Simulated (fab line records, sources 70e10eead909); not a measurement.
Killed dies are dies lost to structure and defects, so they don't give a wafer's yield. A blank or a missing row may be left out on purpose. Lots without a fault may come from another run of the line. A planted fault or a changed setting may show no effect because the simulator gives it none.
Problem report in the 8D (eight disciplines) form, filled by code | flow nand_harc | the parts of the form that need people (team, actions taken, sign-off) are left out

1. THE PROBLEM
killed_at_periphery at NHARC_END_SORT_01 reads a mean of 69.5 on 6 wafers of 2 lots; wafers without a fault read 4.0 with a standard deviation of 3. That is +22 standard deviations from the usual mean.
First seen on wafer L965.2, day 26 06:44, on prober-02. The record holds 19 wafers of 7 lots with a number at this step. Rule for "out", or "out of limits": more than 4 standard deviations from the usual mean. The other wafers with a number count as sound.

2. WHAT IT IS AND WHAT IT IS NOT
question                    | is                     | is not
which readings at this step | killed_at_periphery    | killed_at_array, killed_open, killed_short
which lots                  | L965, L966             | L962, L963, L968, L975, L983
which wafers of those lots  | all that have a number | -
read on which gauges        | prober-01, prober-02   | -
when                        | from day 26 06:44      | up to then (6 sound wafers); but 7 sound wafers of L968, L975, L983 came after

3. SUSPECTS, AND WHAT RULES EACH OUT
Counting: a tool at a process step up to the reading stays a suspect if it ran every lot that is out and no sound lot after the first of them.
- the gauge at NHARC_END_SORT_01: ruled out. The wafers that are out were read on 2 gauges (prober-01, prober-02).
- pecvd-01 at NHARC_P_BONDPAD_DEP_00 (deposits SiCN, target thk 250 nm): kept. It ran every lot that is out, first L965 (day 8 13:25), and no sound lot after that; its last sound lot up to then is L963 (day 7 20:35).
Left after counting: pecvd-01 at NHARC_P_BONDPAD_DEP_00.

4. THE CAUSE (what the simulator had put in)
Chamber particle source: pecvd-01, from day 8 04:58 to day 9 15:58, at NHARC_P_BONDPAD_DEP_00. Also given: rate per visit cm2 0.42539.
Counting left only this tool.

5. THE CHAIN OF EFFECTS, in route order
Each row: a reading whose mean over the struck wafers that have a number lies more than 3 standard deviations from the usual. Only readings for which the record gives a usual standard deviation are gone through. hours: the time from each lot's start at the first step in this table that gives one to its start at this step, as a median over the lots. sigmas: the change in usual standard deviations.
hours | step              | reading              | usual | on struck wafers | change | sigmas
0     | NHARC_END_SORT_01 | defect_limited_yield | 91 %  | 81               | -10    | -3.4
0     | NHARC_END_SORT_01 | killed_at_periphery  | 4.0   | 69.5             | +65.5  | +22
0     | NHARC_END_SORT_01 | killed_dies          | 60    | 130              | +70    | +3.3

6. WHAT WOULD HAVE CAUGHT IT SOONER
In this record the first reading out of limits at a measuring or inspecting step was taken at day 26 06:44, 434 hours after the fault began at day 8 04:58.
Of the tool readings at NHARC_P_BONDPAD_DEP_00 for which the record gives a usual standard deviation, none was out on any struck wafer, so an alarm limit of 4 standard deviations on them would not have fired.
All the lots that are out (2) had begun NHARC_P_BONDPAD_DEP_00 on pecvd-01 by day 26 06:44. A hold on the tool at that time would have spared none of them.
